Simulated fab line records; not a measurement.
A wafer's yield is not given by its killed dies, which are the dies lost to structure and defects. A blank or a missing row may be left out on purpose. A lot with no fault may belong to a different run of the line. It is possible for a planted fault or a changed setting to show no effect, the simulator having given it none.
The tool behind it: which one? + flow n5-finfet + 12 lots, 36 wafers sampled, at 5 steps of a route of 1938

== WHAT THE GAUGES SHOWED, per wafer ==
N5_BEOL_M1_THK_MEAS_53: measures by xrf.
| lot  | measured     | on            | M1_THK (nm)    |
|------|--------------|---------------|----------------|
| L075 | day 6 12:56  | film-metro-01 | 38.5 40.6 38.6 |
| L077 | day 7 09:27  | film-metro-02 | 40.7 41.9 43.1 |
| L079 | day 7 20:54  | film-metro-02 | 39.8 40.6 43.4 |
| L081 | day 8 03:58  | film-metro-01 | 39.0 38.8 40.2 |
| L084 | day 8 18:07  | film-metro-01 | 37.9 39.6 39.9 |
| L085 | day 9 06:32  | film-metro-01 | 38.6 40.8 40.5 |
| L087 | day 9 16:58  | film-metro-01 | 41.3 40.2 42.2 |
| L089 | day 10 02:14 | film-metro-01 | 38.5 40.6 41.3 |
| L091 | day 10 12:26 | film-metro-01 | 39.1 40.5 41.7 |
| L093 | day 11 01:43 | film-metro-01 | 38.2 38.0 39.5 |
| L095 | day 11 17:43 | film-metro-01 | 39.3 39.1 41.2 |
| L097 | day 12 05:58 | film-metro-01 | 38.7 41.1 40.4 |

== WHAT TOOL EACH LOT RAN ON (gives the tool, then ch and the chambers of the sampled wafers, and finally the start) ==
| lot  | N5_BEOL_M1_TRENCH_ETCH_37                     | N5_BEOL_M1_ANNEAL_80         | N5_BEOL_M1_ANNEAL_89         | N5_BEOL_M1_SPUTTER_96        |
|------|-----------------------------------------------|------------------------------|------------------------------|------------------------------|
| L075 | rie-diel-01 ch 0,1,3, day 6 10:32 or earlier  | pvd-sputter-02, day 6 10:32  | pvd-sputter-02, day 6 11:12  | pvd-sputter-02, day 6 12:00  |
| L077 | rie-diel-05 ch 1,2, day 7 07:12 or earlier    | pvd-sputter-01, day 7 07:12  | pvd-sputter-01, day 7 07:52  | pvd-sputter-01, day 7 08:40  |
| L079 | rie-diel-05 ch 1,2, day 7 18:40 or earlier    | pvd-sputter-01, day 7 18:40  | pvd-sputter-01, day 7 19:19  | pvd-sputter-01, day 7 20:07  |
| L081 | rie-diel-01 ch 2,3, day 8 01:43 or earlier    | pvd-sputter-02, day 8 01:43  | pvd-sputter-02, day 8 02:22  | pvd-sputter-02, day 8 03:10  |
| L084 | rie-diel-05 ch 0,1,2, day 8 15:34 or earlier  | pvd-sputter-01, day 8 15:34  | pvd-sputter-01, day 8 16:13  | pvd-sputter-01, day 8 17:01  |
| L085 | rie-diel-02 ch 0,1, day 9 04:17 or earlier    | pvd-sputter-02, day 9 04:17  | pvd-sputter-02, day 9 04:56  | pvd-sputter-02, day 9 05:44  |
| L087 | rie-diel-01 ch 1,3, day 9 14:43 or earlier    | pvd-sputter-03, day 9 14:43  | pvd-sputter-03, day 9 15:22  | pvd-sputter-03, day 9 16:10  |
| L089 | rie-diel-01 ch 2,3, day 9 23:59 or earlier    | pvd-sputter-03, day 9 23:59  | pvd-sputter-03, day 10 00:38 | pvd-sputter-03, day 10 01:26 |
| L091 | rie-diel-05 ch 2,3, day 10 10:11 or earlier   | pvd-sputter-01, day 10 10:11 | pvd-sputter-01, day 10 10:51 | pvd-sputter-01, day 10 11:39 |
| L093 | rie-diel-02 ch 0,1,2, day 10 23:28 or earlier | pvd-sputter-01, day 10 23:28 | pvd-sputter-01, day 11 00:07 | pvd-sputter-01, day 11 00:55 |
| L095 | rie-diel-01 ch 1,2, day 11 15:26 or earlier   | pvd-sputter-02, day 11 15:26 | pvd-sputter-02, day 11 16:06 | pvd-sputter-02, day 11 16:54 |
| L097 | rie-diel-01 ch 1,2, day 12 03:43 or earlier   | pvd-sputter-03, day 12 03:43 | pvd-sputter-03, day 12 04:23 | pvd-sputter-03, day 12 05:11 |
- N5_BEOL_M1_TRENCH_ETCH_37: etches SiOC in C4F6/O2, target depth 55.207 nm, time 29 s.
- N5_BEOL_M1_ANNEAL_80: time 240 s.
- N5_BEOL_M1_ANNEAL_89: time 240 s.
- N5_BEOL_M1_SPUTTER_96: material Cu, target thk 4.5 nm, time 8.29 s.

== THE ANSWER, worked out from the rows above alone ==
Rule: what is usual is taken from the lots themselves. Put in order of their means at a reading, lots are off if they are a third of the lots or fewer, leave a main group of 4 or more, and stand apart from it by a gap of 3 or more times the standard deviation of the main group's means; of several such gaps the widest counts. The tables above print the reading to a certain number of digits; a main group whose means all agree to those digits is not used. Also off: a lot with no number at a reading for which 4 or more lots have one. All remaining lots with rows at the step are treated as sound.
None of the lots is off at any reading shown; this tells nothing.

== WHAT THE SIMULATOR PUT IN ==
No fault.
